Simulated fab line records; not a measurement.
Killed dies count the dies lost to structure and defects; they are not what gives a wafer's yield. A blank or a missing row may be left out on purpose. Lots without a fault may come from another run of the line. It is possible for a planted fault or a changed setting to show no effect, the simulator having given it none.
Problem report, 8D (eight disciplines) form, completed by code + flow nand harc + the parts of the form that need people (team, actions taken, sign-off) are left out

## 1. WHAT IS WRONG
bow nm at NHARC_A_CHANNEL_HOLE_D1_XSEM_31 reads a mean of 9.82 nm on 4 wafers of 2 lots; wafers without a fault read 8.52 nm with a standard deviation of 0.23. Relative to the usual mean, that is a shift of +5.6 standard deviations.
The first sign was on wafer L449.4 at day 13 21:28, on xsem-01. The record has a number at this step for 36 wafers belonging to 12 lots. By rule, "out" or "out of limits" means more than 4 standard deviations away from the usual mean. Any other wafer with a number is counted as sound.

## 2. WHAT IT IS; WHAT IT IS NOT
| question                    | is                             | is not                                                                                 |
|-----------------------------|--------------------------------|----------------------------------------------------------------------------------------|
| which readings at this step | bow nm                         | bot cd nm, tilt deg                                                                    |
| which lots                  | L449, L450                     | L439, L441, L442, L443, L444, L445, L448, L456, L457, L459                             |
| which wafers of those lots  | L449.4, L449.6, L450.2, L450.5 | L449.5, L450.4                                                                         |
| read on which tools         | xsem-01                        | xsem-02                                                                                |
| when                        | from day 13 21:28              | up to then (22 sound wafers); but 10 sound wafers of L450, L456, L457, L459 came after |

## 3. THE SUSPECTS, EACH WITH WHAT RULES IT OUT
Counting: any tool at a process step up to the reading remains a suspect provided it ran every lot that is out. Sound lots after the first of them don't rule it out here, since some wafers of a struck lot are sound.
- har etch-01 at NHARC_A_CHANNEL_HOLE_D1_ETCH_22 (etches the open film in C4F8/O2/Ar, time 666.7 s, target depth 1600 nm): kept. It processed each lot that is out (first: L449, day 13 17:01); up to then, its last sound lot is L448 (day 13 08:29).
- xsem-01 at NHARC_A_CHANNEL_HOLE_D1_XSEM_31: kept. It processed each lot that is out (first: L449, day 13 21:28); up to then, its last sound lot is L448 (day 13 13:13). Out on those wafers are its own readings of bow nm.
- The sound lot-mates ran in chamber 1 of har etch-01 at NHARC_A_CHANNEL_HOLE_D1_ETCH_22, but the wafers that are out ran in chamber 0.
The count leaves xsem-01 at NHARC_A_CHANNEL_HOLE_D1_XSEM_31 and har etch-01 at NHARC_A_CHANNEL_HOLE_D1_ETCH_22.

## 4. THE CAUSE (what the simulator had put in)
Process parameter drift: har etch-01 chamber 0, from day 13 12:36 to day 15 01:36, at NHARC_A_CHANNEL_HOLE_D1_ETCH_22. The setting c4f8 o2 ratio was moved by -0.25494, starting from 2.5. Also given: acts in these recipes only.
This tool is one of the 2 suspects left after counting.

## 5. THE EFFECT CHAIN, in route order
Each row: a reading whose mean over the struck wafers that have a number lies more than 3 standard deviations from the usual. Readings are gone through only where the record gives a usual standard deviation; hours: the median, over the lots, of the time from a lot's start at the first step in this table giving one to that lot's start at this step; sigmas: the change measured in usual standard deviations.
| hours | step                            | reading | usual   | on struck wafers | change | sigmas |
|-------|---------------------------------|---------|---------|------------------|--------|--------|
| 0     | NHARC_A_CHANNEL_HOLE_D1_XSEM_31 | bow nm  | 8.52 nm | 9.82             | +1.30  | +5.6   |
It contains these process steps:
- NHARC_A_CHANNEL_HOLE_D1_XSEM_31

## 6. WHAT WOULD HAVE CAUGHT IT SOONER
In this record the first reading out of limits was taken at day 13 21:28, 9 hours after the fault began at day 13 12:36.
Tool readings at NHARC_A_CHANNEL_HOLE_D1_ETCH_22 with a usual standard deviation given in the record: none out on any struck wafer, hence no alarm at a limit of 4 standard deviations on them.
Among the 2 lots that are out, L450 began NHARC_A_CHANNEL_HOLE_D1_ETCH_22 on har etch-01 after day 13 21:28. A tool hold placed at that time would have kept it from harm.
